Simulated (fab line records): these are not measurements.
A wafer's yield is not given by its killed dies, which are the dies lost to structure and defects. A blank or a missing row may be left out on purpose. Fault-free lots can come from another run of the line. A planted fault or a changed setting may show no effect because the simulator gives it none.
Chamber matching ; flow n5 finfet ; rie diel-05 running N5_BEOL_M7_ETCH_72: 4 sister chambers
The step etches underlayer in N2/H2, target depth 6.5 nm, time 5.2 s. 8 wafers are shown with their chamber, then 9 later ones without.

== WAFERS, EACH WITH ITS CHAMBER ==
wafer;chamber;drypump motor current A (A);throttle valve pct (%)
L078.4;3;6.1;17.92
L086.2;2;5.7;17.76
L086.3;3;6.1;17.96
L087.4;1;5.5;18.38
L087.6;0;5.5;18.13
L088.2;0;5.6;18.13
L088.4;2;5.7;17.78
L088.6;1;5.5;18.39

== WAFERS WITH NO CHAMBER GIVEN ==
wafer;drypump motor current A (A);throttle valve pct (%)
L091.3;5.7;17.77
L091.4;5.5;18.15
L091.6;5.5;18.18
L093.4;5.7;17.76
L093.5;5.5;18.39
L093.6;5.7;17.77
L095.2;5.7;17.78
L095.5;6.1;17.99
L095.6;5.7;17.78

== WHICH CHAMBER EACH ONE RAN IN ==
wafer;from the rows above;in truth
L091.3;2;2
L091.4;0;0
L091.6;0;0
L093.4;2;2
L093.5;1;1
L093.6;2;2
L095.2;2;2
L095.5;3;3
L095.6;2;2
Correctly placed: 9 of 9. Number that these rows cannot place: 0. Placed wrongly: 0.
How it was worked out, from the rows above alone: a wafer's distance from a chamber is the root of the sum, over the readings, of the square of ((its reading less the chamber's mean) divided by the reading's scatter). The wafer belongs to the nearest chamber; if the next one is less than 2 further off, it can't be placed. A chamber's mean is the mean of its shown wafers. How the scatter is found: for the shown wafers, subtract from each reading the mean of its chamber, square and add these, divide the total by (wafers less chambers), then take the root.
